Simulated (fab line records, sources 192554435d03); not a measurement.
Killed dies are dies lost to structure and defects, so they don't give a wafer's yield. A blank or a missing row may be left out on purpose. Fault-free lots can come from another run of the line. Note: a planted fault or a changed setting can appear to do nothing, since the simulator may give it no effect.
fab line records	flow n5_finfet
record lots=8	wafers=22	last_day=17
route steps=1938 shown GATE_CUT@470 BEOL_M4@1111 PASSIVATION@1936
lots that met no fault: taken from a fault-free run of the same line
start_h: hours from the record's opening day to when the first of the lot's shown wafers began	wait_h: hours from the lot's prior step to this one	" same as the row above	L1.1+2: one row covering several wafers at once	- no value present, or no start provided	* or withheld: withheld	< > ~ a bound
route shown NAME@n: names a module that has steps shown in the file, with the first one's number in the route	usual: mean/standard deviation of fault-free wafers	same: alike in all rows	chamber/n: place in a boat	sites: readings site by site	_std_site: standard deviation of those values	_edge_site: inner sites' mean taken away from outer sites' mean	radius_mm: for every site, how far away it sits from the centre of the wafer	mask NAME#n: copy n	behind: the last tool/chamber to shape the wafer	hold: cause of the lot's hold/its duration in hours/its outcome	device: the transistor (n, p or np) that didn't switch	end of line: the tests these same wafers got at the end of their route	for a step that has no rows: nothing shown but its recipe	killed: at the first sort, the dies lost to defects and structure; wafer yield is something else	map: the dies of a wafer, with x for killed, . for not killed, _ for no die there
set.NAME: the setting that was run; set.NAME@STEP: the one run at that earlier step	model.NAME: the simulator's own value behind a step, which no gauge read
one table for each step of the route and one row for each wafer, over a sample of lots
services: from which hour (start_h, from the record's first day; less than 0 if before it) a tool's chamber was out of use, for how many hours, and why
## steps
# step N5_GATE_CUT_STRIP_59
# recipe chemistry=N2/H2	time_s=20	power_w=100	temp_c=40	pressure_mtorr=100	rf_frequency_hz=6e+07	bias_power_w=3	n2_flow_sccm=300	h2_flow_sccm=300
# usual drypump_motor_current_A=5.9/0.35	oes_product_au=0.78/0.08	rf_vpp_V=45.4/0.83	showerhead_plenum_p_Torr=3.36/0.11	throttle_valve_pct=12.29/0.28
lot.wafer	tool	chamber	start_h	wait_h	drypump_motor_current_A	oes_product_au	rf_hours_counter_h	rf_vpp_V	showerhead_plenum_p_Torr	throttle_valve_pct
L922.2	rie_diel-06	3	88.32	0.1	6.0	0.65	243	44.1	3.33	12.58
L922.3	"	2	"	"	5.9	0.71	203	45.0	3.35	12.59
L922.5	"	0	"	"	5.8	0.83	-	44.1	3.27	11.85
L927.1	rie_diel-01	0	117.68	0.1	5.2	0.78	116	47.2	3.40	12.12
L927.5	"	1	"	"	5.6	0.74	-	45.2	3.48	12.36
L927.6	"	0	"	"	5.3	0.79	-	45.1	3.40	12.13
L930.3	rie_diel-01	2	135.10	0.1	6.1	0.80	114	44.8	3.39	12.33
L930.4	"	1	"	"	5.5	0.72	201	46.7	3.48	12.37
L930.5	"	3	"	"	5.5	0.73	-	46.5	3.22	12.34
L936.4	rie_diel-05	0	173.05	0.1	5.9	0.85	52	45.5	3.30	11.87
L936.6	"	2	"	"	6.3	0.67	-	44.7	3.20	12.74
L937.5	rie_diel-06	3	177.11	0.0	6.0	0.93	-	43.9	3.32	12.01
L937.6	"	0	"	"	5.8	0.79	-	45.9	3.26	11.94
L941.4	rie_diel-06	1	201.90	0.1	6.4	0.90	36	47.0	3.58	12.07
L941.5	"	2	"	"	5.9	0.68	-	44.4	3.33	12.68
L941.6	"	1	"	"	6.4	0.89	-	46.0	3.58	12.08
L942.1	rie_diel-06	2	210.69	0.1	5.9	0.68	240	45.2	3.33	12.69
L942.4	"	3	"	"	6.0	0.91	20	45.3	3.32	12.03
L942.5	"	1	"	"	6.4	0.89	-	44.9	3.58	12.08
L943.1	rie_diel-01	3	212.31	0.1	5.5	0.72	216	44.6	3.21	12.39
L943.2	"	1	"	"	5.5	0.71	230	45.0	3.46	12.47
L943.5	"	2	"	"	6.1	0.78	-	44.8	3.38	12.39
# step N5_GATE_CUT_HM_DEP_46
# recipe material=SiO2	target_thk_a=1300	temp_c=400	precursor=TEOS/O2	pressure_torr=6.5	rf_w=900	teos_flow_sccm=161.4	gas=O2	flow_sccm=2650	time_s=26.6
# usual heater_power_w=550/130	showerhead_plenum_p_Torr=8.33/0.034	throttle_valve_pct=18.5/0.51
lot.wafer	tool	chamber	start_h	wait_h	heater_power_w	showerhead_plenum_p_Torr	throttle_valve_pct
L922.2	pecvd-04	2	91.13	0.0	451	8.36	18.0
L922.3	"	0	"	"	504	8.32	19.5
L922.5	"	0	"	"	516	8.33	19.3
L927.1	pecvd-02	1	120.49	0.0	544	8.27	18.0
L927.5	"	2	"	"	681	8.36	18.0
L927.6	"	0	"	"	503	8.38	18.7
L930.3	pecvd-02	1	137.91	0.0	513	8.28	18.1
L930.4	"	2	"	"	784	8.35	17.9
L930.5	"	0	"	"	496	8.36	18.7
L936.4	pecvd-02	2	175.89	0.1	755	8.35	17.7
L936.6	"	1	"	"	469	8.27	18.0
L937.5	pecvd-02	0	179.91	0.1	501	8.36	18.7
L937.6	"	1	"	"	558	8.27	18.1
L941.4	pecvd-04	1	204.74	0.1	700	8.31	18.7
L941.5	"	0	"	"	633	8.33	19.5
L941.6	"	2	"	"	455	8.37	18.0
L942.1	pecvd-04	1	213.51	0.0	586	8.30	18.7
L942.4	"	0	"	"	558	8.32	19.4
L942.5	"	1	"	"	604	8.29	18.9
L943.1	pecvd-04	2	215.82	0.0	360	8.38	18.3
L943.2	"	0	"	"	617	8.33	19.4
L943.5	"	0	"	"	618	8.33	19.1
# step N5_GATE_CUT_HM_OPEN_40
# recipe chemistry=C4F6/O2	target=SiO2	mask_material=SiARC	target_depth_a=1390	time_s=85.1	ion_energy_ev=250	pressure_mtorr=30	source_w=345	bias_w=185	Ar_flow_sccm=300	C4F6_flow_sccm=10	O2_flow_sccm=10	ends=cleared
# usual drypump_motor_current_A=5.8/0.37	etch_rf_on_time_s=93.5/1.5	oes_product_au=0.71/0.078	rf_vpp_V=664/8.2	showerhead_plenum_p_Torr=2.83/0.1	throttle_valve_pct=20.99/0.25
lot.wafer	tool	chamber	start_h	wait_h	drypump_motor_current_A	etch_rf_on_time_s	oes_product_au	rf_hours_counter_h	rf_vpp_V	showerhead_plenum_p_Torr	throttle_valve_pct
L922.2	rie_diel-05	2	91.88	0.0	6.3	93.0	0.62	210	656	2.70	21.27
L922.3	"	0	"	"	5.9	91.3	0.82	28	679	2.79	20.68
L922.5	"	3	"	"	5.2	92.5	0.67	-	657	2.73	21.14
L927.1	rie_diel-01	1	121.50	0.0	5.5	91.4	0.66	197	660	2.92	21.00
L927.5	"	0	"	"	5.2	92.8	0.70	-	665	2.87	20.85
L927.6	"	1	"	"	5.5	94.1	0.67	-	661	2.92	21.00
L930.3	rie_diel-06	2	138.54	0.0	5.9	93.6	0.63	221	675	2.81	21.22
L930.4	"	2	"	"	5.9	93.9	0.63	-	675	2.81	21.23
L930.5	"	1	"	"	6.3	91.8	0.84	-	657	3.02	20.77
L936.4	rie_diel-06	0	176.69	0.0	5.8	92.4	0.72	120	654	2.74	20.57
L936.6	"	1	"	"	6.4	98.1	0.82	-	658	3.02	20.79
L937.5	rie_diel-05	2	180.55	0.0	6.4	97.5	0.60	-	653	2.69	21.32
L937.6	"	3	"	"	5.3	97.7	0.65	-	657	2.72	21.19
L941.4	rie_diel-05	0	205.34	0.0	5.9	94.6	0.76	61	677	2.78	20.71
L941.5	"	0	"	"	5.9	92.9	0.76	-	679	2.78	20.73
L941.6	"	1	"	"	6.0	93.1	0.66	-	667	2.95	21.17
L942.1	rie_diel-01	2	214.26	0.0	6.1	93.7	0.70	144	671	2.86	21.31
L942.4	"	1	"	"	5.5	95.1	0.64	230	662	2.91	21.04
L942.5	"	3	"	"	5.4	96.9	0.65	-	663	2.71	21.02
L943.1	rie_diel-05	3	216.57	0.0	5.2	93.1	0.65	206	658	2.72	21.20
L943.2	"	1	"	"	6.1	92.4	0.66	184	665	2.95	21.19
L943.5	"	0	"	"	5.9	94.6	0.76	-	679	2.78	20.73
# step N5_GATE_CUT_CUT_ETCH_55
# recipe chemistry=BCl3	target=HfO2	mask_material=SiO2	target_depth_a=32	ion_energy_ev=30	pressure_mtorr=5	icp_w=450	bias_w=18	bcl3_flow_sccm=80
# usual drypump_motor_current_A=5.5/0.66	oes_product_au=0.77/0.082	throttle_valve_pct=33.00/0.22
lot.wafer	tool	chamber	start_h	wait_h	drypump_motor_current_A	oes_product_au	rf_hours_counter_h	throttle_valve_pct
L922.2	rie_metal-02	0	92.23	0.0	6.4	0.89	11	32.91
L922.3	"	0	"	"	6.4	0.90	-	32.93
L922.5	"	1	"	"	5.2	0.64	-	32.89
L927.1	rie_metal-02	0	121.85	0.0	6.4	0.88	13	32.93
L927.5	"	0	"	"	6.4	0.89	-	32.92
L927.6	"	1	"	"	5.2	0.64	-	32.89
L930.3	rie_metal-03	1	138.90	0.0	4.7	0.82	-	33.02
L930.4	"	0	"	"	4.8	0.79	-	33.45
L930.5	"	0	"	"	4.8	0.79	-	33.45
L936.4	rie_metal-01	1	177.05	0.0	5.4	0.72	-	33.23
L936.6	"	1	"	"	5.4	0.73	-	33.25
L937.5	rie_metal-03	1	180.89	0.0	4.7	0.80	-	33.01
L937.6	"	0	"	"	4.8	0.77	-	33.43
L941.4	rie_metal-02	0	205.70	0.0	6.4	0.83	-	32.95
L941.5	"	1	"	"	5.3	0.62	-	32.89
L941.6	"	0	"	"	6.4	0.84	-	32.94
L942.1	rie_metal-03	1	214.73	0.1	4.7	0.80	40	33.04
L942.4	"	1	"	"	4.7	0.80	-	33.03
L942.5	"	1	"	"	4.7	0.79	-	33.02
L943.1	rie_metal-03	1	217.04	0.1	4.7	0.79	41	33.02
L943.2	"	1	"	"	4.7	0.79	-	33.03
L943.5	"	1	"	"	4.7	0.80	-	33.02
# step N5_GATE_CUT_STRIP_21
# recipe chemistry=N2/H2	time_s=30	power_w=1000	temp_c=250	pressure_mtorr=withheld	n2_flow_sccm=1750	h2_flow_sccm=3250
# usual drypump_motor_current_A=6.2/0.31	heater_power_w=322/20
lot.wafer	tool	chamber	start_h	wait_h	drypump_motor_current_A	heater_power_w	rf_hours_counter_h
L922.2	plasma_asher-02	1	92.40	0.0	6.1	348	88
L922.3	"	1	"	"	6.1	346	-
L922.5	"	1	"	"	6.1	337	-
L927.1	plasma_asher-02	0	122.07	0.1	5.9	326	93
L927.5	"	1	"	"	6.2	347	-
L927.6	"	0	"	"	6.0	330	-
L930.3	plasma_asher-01	0	139.08	0.1	6.1	291	-
L930.4	"	1	"	"	6.8	307	-
L930.5	"	1	"	"	6.8	315	-
L936.4	plasma_asher-01	0	177.23	0.1	6.1	300	-
L936.6	"	0	"	"	6.1	300	-
L937.5	plasma_asher-01	1	181.08	0.1	6.7	305	-
L937.6	"	0	"	"	6.1	303	-
L941.4	plasma_asher-01	0	205.88	0.1	6.1	298	-
L941.5	"	1	"	"	6.8	306	-
L941.6	"	0	"	"	6.1	293	-
L942.1	plasma_asher-01	0	215.05	0.1	6.1	303	66
L942.4	"	0	"	"	6.1	299	-
L942.5	"	1	"	"	6.8	315	-
L943.1	plasma_asher-01	0	217.36	0.1	6.1	299	66
L943.2	"	1	"	"	6.8	299	66
L943.5	"	1	"	"	6.8	308	-
# step N5_GATE_CUT_THK_MEAS_24
# recipe reads=SiO2_of_GATE_CUT_HM_DEP_46+SiO2_flowable_of_ILD0_FCVD_FILL_01
# usual GC_FILL_THK=218.9/1.8
lot.wafer	tool	chamber	start_h	wait_h	GC_FILL_THK[nm]
L922.2	film_metro-02	-	94.34	-	219.9
L922.3	"	-	"	"	217.7
L922.5	"	-	"	"	220.3
L927.1	film_metro-01	-	124.01	-	215.7
L927.5	"	-	"	"	217.5
L927.6	"	-	"	"	219.3
L930.3	film_metro-01	-	141.18	-	217.6
L930.4	"	-	"	"	219.4
L930.5	"	-	"	"	218.7
L936.4	film_metro-02	-	179.15	-	218.8
L936.6	"	-	"	"	224.3
L937.5	film_metro-01	-	183.14	-	222.5
L937.6	"	-	"	"	224.7
L941.4	film_metro-01	-	207.80	-	219.3
L941.5	"	-	"	"	216.9
L941.6	"	-	"	"	216.7
L942.1	film_metro-01	-	216.99	-	217.8
L942.4	"	-	"	"	220.8
L942.5	"	-	"	"	223.0
L943.1	film_metro-01	-	219.30	-	217.6
L943.2	"	-	"	"	217.4
L943.5	"	-	"	"	219.1
# step N5_BEOL_M4_RC_MEAS_101
# usual DIBL_N=36.2/1.4	DIBL_P=36.1/1.5	IOFF_N=0.153/0.02	IOFF_P=0.215/0.03	ION_N=672/8.6	ION_P=463/6.8	SS_N=71.5/0.47	SS_P=73.3/0.57	VT_N=250.6/2.4	VT_P=-249/3.2
lot.wafer	tool	chamber	start_h	wait_h	DIBL_N[mV/V]	DIBL_P[mV/V]	IOFF_N[nA/um]	IOFF_P[nA/um]	ION_N[uA/um]	ION_P[uA/um]	SS_N[mV/dec]	SS_P[mV/dec]	VT_N[mV]	VT_P[mV]
L922.2	prober-02	0	169.79	0.2	34.2	34.5	0.138	0.227	667	469	71.9	73.4	252.3	-246
L922.3	"	0	"	"	36.8	37.8	0.194	0.293	698	488	72.0	74.1	244.4	-244
L922.5	"	0	"	"	33.5	33.2	0.126	0.204	671	473	71.0	73.4	253.8	-246
L930.3	prober-01	0	214.21	0.3	35.6	37.4	0.153	0.196	662	455	70.7	72.7	250.1	-252
L930.4	"	0	"	"	34.5	36.0	0.135	0.181	667	455	71.2	72.0	251.2	-253
L930.5	"	0	"	"	36.8	39.1	0.185	0.229	685	465	72.3	73.3	245.4	-249
L927.1	prober-01	0	221.33	0.0	36.0	36.4	0.159	0.242	676	472	72.3	73.8	249.5	-244
L927.5	"	0	"	"	35.7	36.1	0.144	0.236	666	471	71.4	72.5	252.1	-245
L927.6	"	0	"	"	35.8	37.0	0.159	0.255	674	476	71.3	73.1	251.9	-244
L936.4	prober-02	0	269.16	0.5	36.9	37.2	0.156	0.218	677	468	71.6	73.5	250.8	-250
L936.6	"	0	"	"	35.6	35.5	0.138	0.201	667	460	71.6	73.2	251.2	-252
L937.5	prober-02	0	270.24	1.4	35.7	34.8	0.139	0.177	666	453	71.0	72.7	251.7	-253
L937.6	"	0	"	"	32.6	31.0	0.103	0.131	656	450	70.6	72.2	255.1	-259
L941.4	prober-02	0	287.11	0.5	33.4	33.3	0.105	0.157	659	456	71.1	72.7	254.6	-255
L941.5	"	0	"	"	34.2	34.3	0.113	0.175	652	451	71.2	72.6	254.2	-251
L941.6	"	0	"	"	37.0	37.3	0.147	0.210	681	467	71.7	73.5	253.8	-250
L943.1	prober-02	0	296.07	0.0	35.3	34.7	0.139	0.193	673	460	71.3	73.2	253.2	-250
L943.2	"	0	"	"	34.6	34.2	0.141	0.188	679	464	70.8	74.3	253.1	-254
L943.5	"	0	"	"	34.8	34.0	0.134	0.191	679	464	71.5	73.3	251.2	-251
L942.1	prober-02	0	297.12	0.0	36.7	37.1	0.156	0.239	683	472	70.9	73.3	252.4	-248
L942.4	"	0	"	"	36.4	36.2	0.150	0.224	676	470	71.2	72.1	250.8	-249
L942.5	"	0	"	"	37.6	37.5	0.176	0.252	693	475	71.9	73.3	249.7	-246
# step N5_PASSIVATION_PROBE_49
# usual defect_limited_yield=91.3/1.3	killed_at_M0_to_M3=35/13	killed_at_M4_up=13/5.2	killed_at_contacts=12/6.2	killed_at_front_end=39/9.6	killed_at_other=3.1/2.6	killed_dies=102/16	killed_open=68/13	killed_short=33/6.9	sort_bin_5_function=5.1/0.87	sort_bin_6_memory=3.3/0.67	sort_n_pass=1078/16	sort_yield_pct=91.3/1.3
# same gross_dies=1180	killed_at_back_side=0	sort_bin_4_leakage[%]=0	sort_bin_8_speed[%]=0
lot.wafer	tool	chamber	start_h	wait_h	defect_limited_yield[%]	killed_at_M0_to_M3	killed_at_M4_up	killed_at_contacts	killed_at_front_end	killed_at_other	killed_dies	killed_open	killed_short	sort_bin_5_function[%]	sort_bin_6_memory[%]	sort_n_pass	sort_yield_pct[%]
L930.3	prober-02	-	314.33	0.1	92.1	27	23	14	28	1	93	67	26	4.5	3.0	1087	92.1
L930.4	prober-02	-	314.38	0.2	92.2	27	10	14	41	0	92	58	27	4.2	3.1	1088	92.2
L930.5	prober-02	-	314.43	0.2	91.0	32	19	9	46	0	106	73	32	5.5	3.0	1074	91.0
L942.1	prober-01	-	396.17	0.0	90.7	47	8	11	39	5	110	75	34	5.4	3.8	1070	90.7
L942.4	prober-01	-	396.32	0.2	93.0	16	3	13	51	0	83	54	28	4.8	1.9	1097	93.0
L942.5	prober-01	-	396.37	0.2	93.5	23	11	11	31	1	77	40	37	3.3	3.1	1103	93.5
L943.1	prober-02	-	396.49	0.0	89.7	56	17	6	38	4	121	81	39	5.4	4.4	1059	89.7
L943.2	prober-02	-	396.54	0.1	90.6	40	10	11	47	3	111	75	34	5.9	3.1	1069	90.6
L943.5	prober-02	-	396.69	0.2	90.8	49	8	10	41	1	109	60	45	4.9	3.8	1071	90.8
# killed by level:class
L930.3 BEOL_M1:geometric_particle:open=11 BEOL_M4:geometric_particle:open=11 MOL_CONTACT_COAG:geometric_particle:open=9 MOL_CONTACT_COAG:geometric_particle:short=5 FIN_SAQP:geometric_particle:open=4 BEOL_M6:geometric_particle:open=4 GATE_CUT:geometric_particle:short=3 BEOL_M0_SAQP:geometric_particle:short=3
L930.4 MOL_CONTACT_COAG:geometric_particle:open=13 BEOL_M0_SAQP:geometric_particle:open=8 BEOL_M1:geometric_particle:open=7 STI_FIN_REVEAL:geometric_particle:open=6 BEOL_M0_SAQP:geometric_particle:short=6 GATE_CUT:geometric_particle:short=5 BEOL_M4:geometric_particle:open=5 FIN_SAQP:geometric_particle:short=4
L930.5 FIN_SAQP:geometric_particle:open=17 GATE_CUT:geometric_particle:short=10 BEOL_M4:geometric_particle:open=9 MOL_CONTACT_COAG:geometric_particle:open=7 BEOL_M2:geometric_particle:open=6 BEOL_M0_SAQP:geometric_particle:open=5 BEOL_M0_SAQP:geometric_particle:short=5 BEOL_M0:geometric_particle:open=5
L942.1 FIN_SAQP:geometric_particle:open=16 BEOL_M3:geometric_particle:open=13 MOL_CONTACT_COAG:geometric_particle:open=8 BEOL_M0_SAQP:geometric_particle:open=8 BEOL_M0_SAQP:geometric_particle:short=7 BEOL_M2:geometric_particle:open=7 BEOL_M1:geometric_particle:open=6 FIN_SAQP:geometric_particle:short=5
L942.4 FIN_SAQP:geometric_particle:open=12 MOL_CONTACT_COAG:geometric_particle:open=10 DUMMY_GATE:geometric_particle:open=7 STI_FIN_REVEAL:geometric_particle:open=6 GATE_CUT:geometric_particle:short=6 BEOL_M0_SAQP:geometric_particle:open=6 BEOL_M0_SAQP:geometric_particle:short=5 STARTING-WAFER:geometric_particle:short=5
L942.5 BEOL_M0_SAQP:geometric_particle:short=9 STI_FIN_REVEAL:geometric_particle:open=6 GATE_CUT:geometric_particle:short=6 MOL_CONTACT_COAG:geometric_particle:open=6 MOL_CONTACT_COAG:geometric_particle:short=5 BEOL_M0_SAQP:geometric_particle:open=5 BEOL_M4:geometric_particle:open=4 FIN_SAQP:geometric_particle:open=3
L943.1 BEOL_M0_SAQP:geometric_particle:short=15 STI_FIN_REVEAL:geometric_particle:open=14 BEOL_M2:geometric_particle:open=13 BEOL_M0_SAQP:geometric_particle:open=11 BEOL_M4:geometric_particle:open=9 FIN_SAQP:geometric_particle:short=7 BEOL_M3:geometric_particle:open=6 FIN_SAQP:geometric_particle:open=5
L943.2 FIN_SAQP:geometric_particle:open=15 MOL_CONTACT_COAG:geometric_particle:open=9 BEOL_M0_SAQP:geometric_particle:open=9 BEOL_M2:geometric_particle:open=8 BEOL_M4:geometric_particle:open=6 FIN_SAQP:geometric_particle:short=5 GATE_CUT:geometric_particle:short=5 BEOL_M2:geometric_particle:short=5
L943.5 BEOL_M0_SAQP:geometric_particle:short=13 FIN_SAQP:geometric_particle:open=11 BEOL_M0_SAQP:geometric_particle:open=10 GATE_CUT:geometric_particle:short=7 MOL_CONTACT_COAG:geometric_particle:open=7 BEOL_M2:geometric_particle:open=6 BEOL_M0:geometric_particle:open=5 FIN_SAQP:geometric_particle:short=3
## services
tool	chamber	start_h	hours	kind
rie_diel-05	0	66.44	11.7	repair
plasma_asher-02	-	73.47	4.3	pm
rie_diel-06	1	73.53	-	clean
rie_diel-06	1	73.53	-	consumable_replace:focus_ring
rie_diel-06	1	73.53	-	consumable_replace:showerhead
rie_diel-06	1	73.53	16.1	scheduled_down
pecvd-02	-	75.39	0.9	repair
rie_diel-05	-	80.53	0.9	repair
rie_diel-05	-	86.91	1.6	repair
rie_diel-05	-	89.31	0.6	repair
rie_diel-01	2	95.96	3.7	repair
rie_metal-02	-	105.68	1.2	repair
rie_metal-01	-	138.07	0.8	repair
rie_metal-03	-	149.47	16.2	repair
rie_diel-05	2	154.96	3.7	repair
rie_diel-01	3	156.15	22.7	repair
rie_diel-06	2	158.83	4.2	repair
rie_metal-02	1	175.71	1.0	repair
plasma_asher-01	-	181.55	1.0	repair
rie_metal-02	-	190.94	2.8	pm
pecvd-02	-	198.18	2.8	pm
rie_metal-01	-	210.31	14.6	pm
rie_metal-03	0	212.50	9.5	repair
rie_diel-06	1	212.61	5.3	repair
## key
first_sign step=N5_GATE_CUT_HM_OPEN_40	reading=etch_rf_on_time_s	direction=up	sigmas=2.8	usual=*	struck=*
effect step=N5_GATE_CUT_THK_MEAS_24	reading=GC_FILL_THK	direction=up	sigmas=2.8	usual=218.9	struck=223.8
met_at N5_GATE_CUT_HM_DEP_46
struck_lots L936,L937
struck_wafers L936.6,L937.5,L937.6
not_acting_at N5_GATE_CUT_STRIP_59,N5_GATE_CUT_CUT_ETCH_55,N5_GATE_CUT_STRIP_21
onset_between 137.91 175.89
fault kind=process_parameter_drift	tool=pecvd-02	chamber=-	onset_h=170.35	steps=N5_GATE_CUT_HM_DEP_46	channel=time_s	offset=*	shape=step	end_h=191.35	scope=struck_wafers_only	acts_in=*	stated=*
